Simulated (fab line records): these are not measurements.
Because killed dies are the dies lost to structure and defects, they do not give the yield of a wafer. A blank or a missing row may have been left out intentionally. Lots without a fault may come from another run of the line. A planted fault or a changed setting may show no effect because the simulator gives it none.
A sampling plan put to the test    flow n5Finfet    one fab line, 32 faults that these records tell of, each judged on the records of the lots that it struck; 1 more is left out, because the records don't allow judging it
What counts as the plan is the set of the line's own looks, namely the steps on the route at which a gauge or an inspection reads a wafer and does not change it. A look can be judged if struck wafers have a number there and the file gives its usual mean and standard deviation on fault-free wafers. Caught: 4 or more of those standard deviations (sigma) separate the usual mean from the mean of the struck wafers at a look after the fault's first step. On the tool: the test repeated on the tool's own readings taken at the fault's steps. Caught also covers a different recipe on the struck wafers, or a record left blank for those wafers only.

THE FAULTS, as the simulator had put them in
1. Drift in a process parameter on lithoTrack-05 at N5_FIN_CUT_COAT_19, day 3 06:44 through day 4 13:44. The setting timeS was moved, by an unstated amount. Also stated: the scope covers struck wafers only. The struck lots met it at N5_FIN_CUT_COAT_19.
2. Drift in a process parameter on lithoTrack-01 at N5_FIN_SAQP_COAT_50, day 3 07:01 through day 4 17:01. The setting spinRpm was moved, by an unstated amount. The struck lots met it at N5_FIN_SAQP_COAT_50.
3. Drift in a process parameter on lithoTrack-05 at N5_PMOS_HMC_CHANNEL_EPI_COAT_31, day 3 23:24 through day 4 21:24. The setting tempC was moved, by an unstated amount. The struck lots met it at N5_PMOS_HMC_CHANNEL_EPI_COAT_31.
4. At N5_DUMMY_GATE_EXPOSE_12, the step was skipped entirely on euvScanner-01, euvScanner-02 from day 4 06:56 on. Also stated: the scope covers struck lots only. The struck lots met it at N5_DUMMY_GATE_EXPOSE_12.
5. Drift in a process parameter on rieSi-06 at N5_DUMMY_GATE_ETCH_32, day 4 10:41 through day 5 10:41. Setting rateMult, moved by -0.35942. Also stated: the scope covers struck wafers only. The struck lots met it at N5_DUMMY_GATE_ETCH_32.
6. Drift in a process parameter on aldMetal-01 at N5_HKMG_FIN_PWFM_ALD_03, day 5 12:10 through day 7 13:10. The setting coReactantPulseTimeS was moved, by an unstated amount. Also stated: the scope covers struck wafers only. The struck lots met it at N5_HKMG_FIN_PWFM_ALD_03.
7. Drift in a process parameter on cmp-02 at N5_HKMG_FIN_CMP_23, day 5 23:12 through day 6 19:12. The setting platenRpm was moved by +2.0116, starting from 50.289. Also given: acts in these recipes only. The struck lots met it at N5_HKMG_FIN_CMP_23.
8. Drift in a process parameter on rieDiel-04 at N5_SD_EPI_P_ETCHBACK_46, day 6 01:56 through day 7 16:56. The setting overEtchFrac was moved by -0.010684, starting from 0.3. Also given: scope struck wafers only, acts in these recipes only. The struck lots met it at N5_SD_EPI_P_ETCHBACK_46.
9. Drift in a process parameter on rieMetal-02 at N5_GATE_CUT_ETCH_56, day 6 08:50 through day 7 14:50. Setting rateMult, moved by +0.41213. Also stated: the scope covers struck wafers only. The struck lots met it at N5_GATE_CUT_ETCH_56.
10. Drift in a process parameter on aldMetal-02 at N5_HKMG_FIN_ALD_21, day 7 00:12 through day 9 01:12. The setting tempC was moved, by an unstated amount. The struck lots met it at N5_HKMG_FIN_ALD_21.
11. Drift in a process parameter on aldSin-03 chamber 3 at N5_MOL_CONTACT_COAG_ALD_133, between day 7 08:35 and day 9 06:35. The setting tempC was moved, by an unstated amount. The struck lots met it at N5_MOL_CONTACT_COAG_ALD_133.
12. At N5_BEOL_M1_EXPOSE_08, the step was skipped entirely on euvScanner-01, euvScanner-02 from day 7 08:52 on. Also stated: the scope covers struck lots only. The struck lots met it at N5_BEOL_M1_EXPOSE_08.
13. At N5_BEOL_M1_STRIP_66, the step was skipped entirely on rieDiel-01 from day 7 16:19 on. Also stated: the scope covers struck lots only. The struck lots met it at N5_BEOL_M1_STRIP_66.
14. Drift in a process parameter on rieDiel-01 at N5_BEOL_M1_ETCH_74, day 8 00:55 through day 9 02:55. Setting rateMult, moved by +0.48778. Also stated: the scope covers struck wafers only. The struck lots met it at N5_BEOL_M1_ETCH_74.
15. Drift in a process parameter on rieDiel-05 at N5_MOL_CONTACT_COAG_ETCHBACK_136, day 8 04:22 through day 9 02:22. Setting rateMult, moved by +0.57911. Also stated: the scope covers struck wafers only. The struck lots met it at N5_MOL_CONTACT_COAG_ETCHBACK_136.
16. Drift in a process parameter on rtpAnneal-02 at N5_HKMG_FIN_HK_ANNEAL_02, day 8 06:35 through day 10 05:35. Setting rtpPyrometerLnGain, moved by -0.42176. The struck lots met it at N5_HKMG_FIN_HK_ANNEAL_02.
17. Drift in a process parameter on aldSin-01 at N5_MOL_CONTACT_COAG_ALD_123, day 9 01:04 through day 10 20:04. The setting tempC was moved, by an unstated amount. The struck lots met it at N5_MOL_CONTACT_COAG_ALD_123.
18. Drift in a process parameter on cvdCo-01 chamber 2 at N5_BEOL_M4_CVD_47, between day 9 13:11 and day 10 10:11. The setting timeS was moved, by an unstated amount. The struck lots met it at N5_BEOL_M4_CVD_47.
19. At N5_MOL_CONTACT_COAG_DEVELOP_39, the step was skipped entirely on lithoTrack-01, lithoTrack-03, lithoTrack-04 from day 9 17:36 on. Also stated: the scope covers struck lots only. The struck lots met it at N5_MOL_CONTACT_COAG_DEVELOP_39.
20. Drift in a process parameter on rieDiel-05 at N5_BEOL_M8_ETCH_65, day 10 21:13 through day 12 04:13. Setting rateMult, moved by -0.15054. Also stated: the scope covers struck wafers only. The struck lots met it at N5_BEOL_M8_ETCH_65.
21. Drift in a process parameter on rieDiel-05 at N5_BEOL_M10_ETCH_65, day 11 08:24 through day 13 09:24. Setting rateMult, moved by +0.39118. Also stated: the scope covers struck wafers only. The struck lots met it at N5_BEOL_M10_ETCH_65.
22. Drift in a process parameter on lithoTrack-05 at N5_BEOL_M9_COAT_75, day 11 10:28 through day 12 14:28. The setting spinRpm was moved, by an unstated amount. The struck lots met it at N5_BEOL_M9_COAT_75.
23. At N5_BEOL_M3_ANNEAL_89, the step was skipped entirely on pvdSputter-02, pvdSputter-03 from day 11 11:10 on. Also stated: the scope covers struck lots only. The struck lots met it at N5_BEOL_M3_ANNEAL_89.
24. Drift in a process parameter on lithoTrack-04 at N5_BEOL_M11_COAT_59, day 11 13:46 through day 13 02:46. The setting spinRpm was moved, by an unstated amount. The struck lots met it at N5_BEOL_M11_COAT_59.
25. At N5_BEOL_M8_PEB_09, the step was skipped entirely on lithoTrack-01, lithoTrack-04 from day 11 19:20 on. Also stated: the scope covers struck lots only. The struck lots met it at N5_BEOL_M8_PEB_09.
26. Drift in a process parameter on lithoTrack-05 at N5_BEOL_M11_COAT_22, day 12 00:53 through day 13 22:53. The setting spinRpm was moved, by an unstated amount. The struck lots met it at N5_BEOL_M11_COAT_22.
27. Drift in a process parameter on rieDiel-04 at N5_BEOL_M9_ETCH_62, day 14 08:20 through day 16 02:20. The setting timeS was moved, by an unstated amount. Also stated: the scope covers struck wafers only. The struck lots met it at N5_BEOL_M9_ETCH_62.
28. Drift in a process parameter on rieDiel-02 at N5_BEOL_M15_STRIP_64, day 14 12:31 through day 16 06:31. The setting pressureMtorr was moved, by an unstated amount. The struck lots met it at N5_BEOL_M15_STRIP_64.
29. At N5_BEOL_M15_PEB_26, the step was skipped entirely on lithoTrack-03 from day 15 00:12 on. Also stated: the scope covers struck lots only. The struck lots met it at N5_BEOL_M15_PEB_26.
30. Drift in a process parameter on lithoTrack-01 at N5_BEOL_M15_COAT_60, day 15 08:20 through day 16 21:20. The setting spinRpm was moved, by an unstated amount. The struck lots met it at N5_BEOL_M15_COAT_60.
31. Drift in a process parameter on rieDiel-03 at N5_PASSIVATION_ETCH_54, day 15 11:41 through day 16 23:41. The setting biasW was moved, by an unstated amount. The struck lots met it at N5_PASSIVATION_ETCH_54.
32. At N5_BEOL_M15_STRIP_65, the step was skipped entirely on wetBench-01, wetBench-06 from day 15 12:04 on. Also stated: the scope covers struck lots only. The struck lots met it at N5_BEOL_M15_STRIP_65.

WHAT THE PLAN SAW
fault  on the tool itself                                first look that catches it                       reading, sigma  median hours from its first step to that look  hours from the fault's start to the first struck lot there  judged looks passed uncaught
1      runLengthS -22 sigma                              not the one look that can be judged after it     -               -                                              -                                                           1
2      spinSpeedRpm -52 sigma                            not the one look that can be judged after it     -               -                                              -                                                           1
3      plateTempC -28 sigma                              not the one look that can be judged after it     -               -                                              -                                                           1
4      no reading that can be judged                     no look after it can be judged                   -               -                                              -                                                           0
5      oesProductAu -9.9 sigma                           none of the 2 looks that can be judged after it  -               -                                              -                                                           2
6      under 2 sigma                                     none of the 2 looks that can be judged after it  -               -                                              -                                                           2
7      platenRpm +59 sigma                               none of the 2 looks that can be judged after it  -               -                                              -                                                           2
8      under 2 sigma                                     not the one look that can be judged after it     -               -                                              -                                                           1
9      oesProductAu +4.8 sigma                           not the one look that can be judged after it     -               -                                              -                                                           1
10     susceptorTempC -77 sigma                          not the one look that can be judged after it     -               -                                              -                                                           1
11     susceptorTempC -19 sigma                          not the one look that can be judged after it     -               -                                              -                                                           1
12     no reading that can be judged                     no look after it can be judged                   -               -                                              -                                                           0
13     the tool's record is blank for the struck wafers  none of the 2 looks that can be judged after it  -               -                                              -                                                           2
14     etchRfOnTimeS -9.6 sigma                          not the one look that can be judged after it     -               -                                              -                                                           1
15     only faintly: oesProductAu +3.6 sigma             not the one look that can be judged after it     -               -                                              -                                                           1
16     lamp_zone_1_pct +79 sigma                         not the one look that can be judged after it     -               -                                              -                                                           1
17     susceptorTempC +79 sigma                          not the one look that can be judged after it     -               -                                              -                                                           1
18     runLengthS -7.5 sigma                             not the one look that can be judged after it     -               -                                              -                                                           1
19     the tool's record is blank for the struck wafers  no look after it can be judged                   -               -                                              -                                                           0
20     etchRfOnTimeS +4.2 sigma                          no look after it can be judged                   -               -                                              -                                                           0
21     etchRfOnTimeS -8.0 sigma                          not the one look that can be judged after it     -               -                                              -                                                           1
22     spinSpeedRpm -47 sigma                            no look after it can be judged                   -               -                                              -                                                           0
23     the tool's record is blank for the struck wafers  not the one look that can be judged after it     -               -                                              -                                                           1
24     spinSpeedRpm +99 or beyond sigma                  no look after it can be judged                   -               -                                              -                                                           0
25     the tool's record is blank for the struck wafers  no look after it can be judged                   -               -                                              -                                                           0
26     spinSpeedRpm +99 or beyond sigma                  not the one look that can be judged after it     -               -                                              -                                                           1
27     only faintly: oesProductAu +3.0 sigma             no look after it can be judged                   -               -                                              -                                                           0
28     chamberPressureMTorr -99 or beyond sigma          no look after it can be judged                   -               -                                              -                                                           0
29     the tool's record is blank for the struck wafers  no look after it can be judged                   -               -                                              -                                                           0
30     spinSpeedRpm -60 sigma                            no look after it can be judged                   -               -                                              -                                                           0
31     biasW -23 sigma                                   no look after it can be judged                   -               -                                              -                                                           0
32     the tool's record is blank for the struck wafers  no look after it can be judged                   -               -                                              -                                                           0
A dash: the fault is not caught, or the number is missing from these records.

Caught at a look: 0 of 32. Caught on the tool: 26 of 32. By one or the other: 26 of 32.
On the tool alone, faults 1, 2, 3, 5, 7, 9, 10, 11, 13, 14, 16, 17, 18, 19, 20, 21, 22, 23, 24, 25, 26, 28, 29, 30, 31, 32 were caught.
Caught by neither: faults 4, 6, 8, 12, 15, 27.
